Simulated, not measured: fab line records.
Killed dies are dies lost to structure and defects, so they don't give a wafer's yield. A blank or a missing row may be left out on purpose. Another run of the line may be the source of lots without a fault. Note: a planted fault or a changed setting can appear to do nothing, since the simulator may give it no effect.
Chamber matching / flow n5 finfet / N5_BEOL_M5_VIA_ETCH_34 on rie diel-05 has 4 sister chambers
The step etches SiCOH lowk in C4F6/O2, target depth 88.3 nm, time 39.2 s. 4 wafers are shown with their chamber, then 7 later ones without.

WAFERS, EACH WITH ITS CHAMBER
wafer=L075.5; chamber=0; showerhead plenum p Torr (Torr)=2.93
wafer=L075.6; chamber=1; showerhead plenum p Torr (Torr)=2.75
wafer=L091.1; chamber=2; showerhead plenum p Torr (Torr)=2.79
wafer=L091.3; chamber=3; showerhead plenum p Torr (Torr)=2.72

WAFERS WITH NO CHAMBER GIVEN
wafer=L091.4; showerhead plenum p Torr (Torr)=2.91
wafer=L093.2; showerhead plenum p Torr (Torr)=2.91
wafer=L093.5; showerhead plenum p Torr (Torr)=2.78
wafer=L093.6; showerhead plenum p Torr (Torr)=2.72
wafer=L094.1; showerhead plenum p Torr (Torr)=2.72
wafer=L094.4; showerhead plenum p Torr (Torr)=2.73
wafer=L094.6; showerhead plenum p Torr (Torr)=2.73

THE CHAMBER EACH PASSED THROUGH
wafer=L091.4; from the rows above=0; in truth=0
wafer=L093.2; from the rows above=0; in truth=0
wafer=L093.5; from the rows above=can't be placed: 2 or 1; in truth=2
wafer=L093.6; from the rows above=3; in truth=3
wafer=L094.1; from the rows above=3; in truth=3
wafer=L094.4; from the rows above=can't be placed: 3 or 1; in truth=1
wafer=L094.6; from the rows above=can't be placed: 3 or 1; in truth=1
Placed correctly: 4 of 7. Cannot be placed on the basis of these rows: 3; the candidates contain the true chamber in 3. 0 placed wrongly.
How it was worked out, from the rows above alone: a wafer's distance from a chamber is the root of the sum, over the readings, of the square of ((its reading less the chamber's mean) divided by the reading's scatter). The wafer belongs to the nearest chamber; if the next one is less than 2 further off, it can't be placed. A chamber's mean is the mean of its shown wafers. The scatter: root of mean squared gap, hidden wafer to nearest shown wafer, with one shown wafer a chamber.
